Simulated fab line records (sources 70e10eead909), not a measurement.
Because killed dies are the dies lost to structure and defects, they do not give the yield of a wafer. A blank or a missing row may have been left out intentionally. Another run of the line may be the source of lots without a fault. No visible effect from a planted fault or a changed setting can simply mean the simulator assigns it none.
8D (eight disciplines) problem report, filled in by code ; flow nandHarc ; the parts of the form that need people (team, actions taken, sign-off) are left out

## 1. THE ISSUE
cdNm at NHARC_P_GATE_CD_MEAS_26 reads a mean of 185.8 nm on 6 wafers of 2 lots; wafers without a fault read 119.7 nm with a standard deviation of 0.59. So: +99 or more standard deviations from the usual mean.
The step: target cd 120 nm.
Seen first at day 7 22:56 on cdSem-02, wafer L215.1. At this step, 36 wafers from 12 lots have a number in the record. The rule behind "out" and "out of limits": a value lying over 4 standard deviations away from the usual mean. Any other wafer with a number is counted as sound.

## 2. WHAT THIS IS AND IS NOT
question;is;is not
which readings at this step;cdNm;-
which lots;L215, L220;L204, L205, L207, L208, L210, L212, L213, L216, L217, L227
which wafers of those lots;all that have a number;-
read on which gauges;cdSem-01, cdSem-02;cdSem-03
when;from day 7 22:56;"up to then (24 sound wafers); but 6 sound wafers of L217, L227 came after"

## 3. THE SUSPECTS, EACH WITH WHAT RULES IT OUT
Counting: a tool at any process step up to the reading remains a suspect when it ran all the lots that are out and ran no sound lot after the first of those.
- the gauge at NHARC_P_GATE_CD_MEAS_26: ruled out. The wafers that are out were read on 2 gauges (cdSem-01, cdSem-02).
- lithoTrack-06 at NHARC_P_GATE_PEB_24 (peb time 65 s): kept. Every lot that is out went through it, starting with L215 (day 7 22:51), and after that it ran no sound lot; the last sound lot it ran before then is L213 (day 7 01:20). Out on those wafers are its own readings of heaterPowerTotalW.
Left after counting: lithoTrack-06 at NHARC_P_GATE_PEB_24.

## 4. THE CAUSE (what the simulator had put in)
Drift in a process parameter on lithoTrack-06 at NHARC_P_GATE_PEB_24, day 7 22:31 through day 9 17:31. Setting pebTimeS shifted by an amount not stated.
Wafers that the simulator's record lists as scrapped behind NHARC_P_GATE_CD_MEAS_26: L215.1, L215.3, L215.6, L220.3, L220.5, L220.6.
Only this tool survived the counting.

## 5. SEQUENCE OF EFFECTS, ordered by route
One row per reading whose mean, taken over the struck wafers that have a number, lies over 3 standard deviations from the usual. Scope: only readings with a usual standard deviation given in the record; hours: median across lots of the time from each lot's start at the first step in this table that gives one to its start at this step; sigmas: change in usual standard deviations.
hours;step;reading;usual;on struck wafers;change;sigmas
0;NHARC_P_GATE_PEB_24;heaterPowerTotalW;156.6 W;346.1;+189.5;+99 or more
0;NHARC_P_GATE_CD_MEAS_26;cdNm;119.7 nm;185.8;+66.1;+99 or more
Here are the process steps it includes:
- NHARC_P_GATE_PEB_24: peb time 65 s.

## 6. WHAT WOULD HAVE CAUGHT IT SOONER
In this record the first reading out of limits at a measuring or inspecting step was taken at day 7 22:56, 0 hours after the fault began at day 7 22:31.
Tool's own readings at NHARC_P_GATE_PEB_24, heaterPowerTotalW: out on all struck wafers the step has rows for; an alarm limit on them would have tripped on the first.
L220, from the lots that are out (2), started NHARC_P_GATE_PEB_24 on lithoTrack-06 later than day 7 22:56. A hold on the tool at that time would have spared it.
